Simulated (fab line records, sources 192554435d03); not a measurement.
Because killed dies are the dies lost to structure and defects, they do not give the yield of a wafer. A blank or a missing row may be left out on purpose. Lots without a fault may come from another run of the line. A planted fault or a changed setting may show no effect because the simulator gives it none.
Struck lot and sound lot, side by side    flow n5 finfet    36 out of 1938 route steps
Sound: these wafers, L557.4, L557.5, L557.6. The struck wafers were L553.3, L553.4, L553.6. The cause is given at the end.
Each step with rows lists, per side, the tool, then ch with its chambers, then its first start. Under that, the readings that differ: sound wafers    struck wafers    difference of the means    sigmas: that difference in standard deviations of wafers without a fault.
alike: readings with means less than 2 such deviations apart, plus words and numbers identical on both sides. not compared: withheld readings, readings lacking a value on some wafer, bounds such as >300 that could conceal the same value, and numbers that have no deviation in the record and whose values overlap.
Wherever a step has rows on one side only, a row that says differs or no value, or a row with sigmas, the two part there. When numbers do not overlap yet have no deviation, they are printed without sigmas and do not part them. A reading that every wafer of one side lacks parts them only if that side has two wafers or more.

first, 9 steps without rows for these wafers: N5_BEOL_M11_ALD_74 (deposits TaN, target thk 2 nm, pulse time 2 s, purge time 3 s); N5_BEOL_M11_SURFACE_TREAT_76; N5_BEOL_M11_CVD_75 (deposits Co from CCTBA/H2, target thk 2 nm, time 138.9 s); N5_BEOL_M11_SPUTTER_48 (material Cu, target thk 12 nm, time 2 s); N5_BEOL_M11_ECD_50 (material Cu, target thk 318 nm); N5_BEOL_M11_ANNEAL_51 (time 90 s); N5_BEOL_M11_CMP_52 (polishes, stops on SiCOH lowk, t overpolish 7 s, target thk 140 nm); N5_BEOL_M11_PRE_CLEAN_55 (time 15 s); N5_BEOL_M11_DEP_56 (deposits SiCN from 3MS/NH3, target thk 30 nm, time 10.5 s).
N5_BEOL_M12_ILD_DEP_00: deposits SiOC from DEMS/O2, target thk 658.92 nm, time 130.7 s.
  sound on pecvd-02 ch 0,1,2, day 16 07:38; struck on pecvd-03 ch 1,2, day 15 16:06
reading                                        sound          struck             difference  sigmas
model.SiOC_of_BEOL_M12_ILD_DEP_00.thk nm (nm)  666 672 678.4  696.2 707.4 710.4  +32.5       
  alike: heater power w, showerhead plenum p Torr, throttle valve pct
N5_BEOL_M12_THK_MEAS_01:
  sound: film metro-01 at day 16 07:43; struck: film metro-02 at day 15 16:14
reading           sound        struck       difference  sigmas
M12_ILD_THK (nm)  666 672 679  697 707 710  +32         +3
then, 10 steps without rows for these wafers: N5_BEOL_M12_COAT_58 (time 60 s, resist thk 89 nm); N5_BEOL_M12_COAT_04 (resist thk 400 nm); N5_BEOL_M12_EBR_06; N5_BEOL_M12_SOFTBAKE_05 (time 60 s); N5_BEOL_M12_EXPOSE_07 (exposes mask V11); N5_BEOL_M12_PEB_08 (peb time 90 s); N5_BEOL_M12_DEVELOP_09 (develop time 45 s); N5_BEOL_M12_HARDBAKE_14 (time 120 s); N5_BEOL_M12_DESCUM_15 (chemistry O2, time 7.9 s); N5_BEOL_M12_ETCH_59 (etches BARC in N2/H2, target depth 89 nm, overetch 26.7 nm, time 67.9 s).
N5_BEOL_M12_VIA_ETCH_16: etches SiOC in C4F8/O2/Ar, target depth 724.8 nm.
  sound on rie diel-04 ch 0,1,2, day 16 09:45; struck on rie diel-04 ch 0,2, day 15 17:10
reading                                     sound              struck             difference  sigmas
model.etch.depth nm (nm)                    665.9 671.9 678.5  696.1 707.5 710.3  +32.5       
model.coat_of_BEOL_M12_COAT_04.thk nm (nm)  125.2 121.6 118.4  112.4 109.8 105.8  -12.4       
  alike: drypump motor current A, oes product au, rf vpp V, showerhead plenum p Torr, throttle valve pct
N5_BEOL_M12_STRIP_63: strips in N2/H2.
  sound on plasma asher-02 ch 0,1, day 16 09:53; struck on plasma asher-01 ch 0,1, day 15 17:23
reading                       sound           struck          difference  sigmas
strip time to endpoint s (s)  43.1 42.1 41.2  39.6 38.9 37.8  -3.4        -3
  alike: drypump motor current A, heater power w, oes product au
  not compared: rf hours counter h
then, 12 steps without rows for these wafers: N5_BEOL_M12_STRIP_64 (strips in N2/H2); N5_BEOL_M12_STRIP_71 (strips in post etch residue remover, time 60 s); N5_BEOL_M12_SRD_72 (time 30 s, dry time 30 s); N5_BEOL_M12_COAT_65 (time 60 s, resist thk 300 nm); N5_BEOL_M12_COAT_66 (time 60 s, resist thk 110 nm); N5_BEOL_M12_COAT_22 (resist thk 300 nm); N5_BEOL_M12_EBR_24; N5_BEOL_M12_SOFTBAKE_23 (time 60 s); N5_BEOL_M12_EXPOSE_25 (exposes mask M12); N5_BEOL_M12_PEB_26 (peb time 90 s); N5_BEOL_M12_DEVELOP_27 (develop time 45 s); N5_BEOL_M12_HARDBAKE_32 (time 120 s).
N5_BEOL_M12_CMP_49: polishes, stops on SiOC, t overpolish 20.6 s, target thk 320 nm.
  sound on cmp-02 ch 0,3, day 16 15:14; struck on cmp-01 ch 0,1, day 15 21:23
reading                                        sound              struck           difference  sigmas
model.SiOC_of_BEOL_M12_ILD_DEP_00.thk nm (nm)  605.6 611.6 620.8  636.2 647 650.4  +31.9       
  alike: motor current A, platen rpm

## WHERE THEY PART
First at N5_BEOL_M12_THK_MEAS_01; last, within this record, at N5_BEOL_M12_STRIP_63. Later steps at which nothing parts them and some readings are alike: N5_BEOL_M12_CMP_49.

WHY: the cause the simulator had injected
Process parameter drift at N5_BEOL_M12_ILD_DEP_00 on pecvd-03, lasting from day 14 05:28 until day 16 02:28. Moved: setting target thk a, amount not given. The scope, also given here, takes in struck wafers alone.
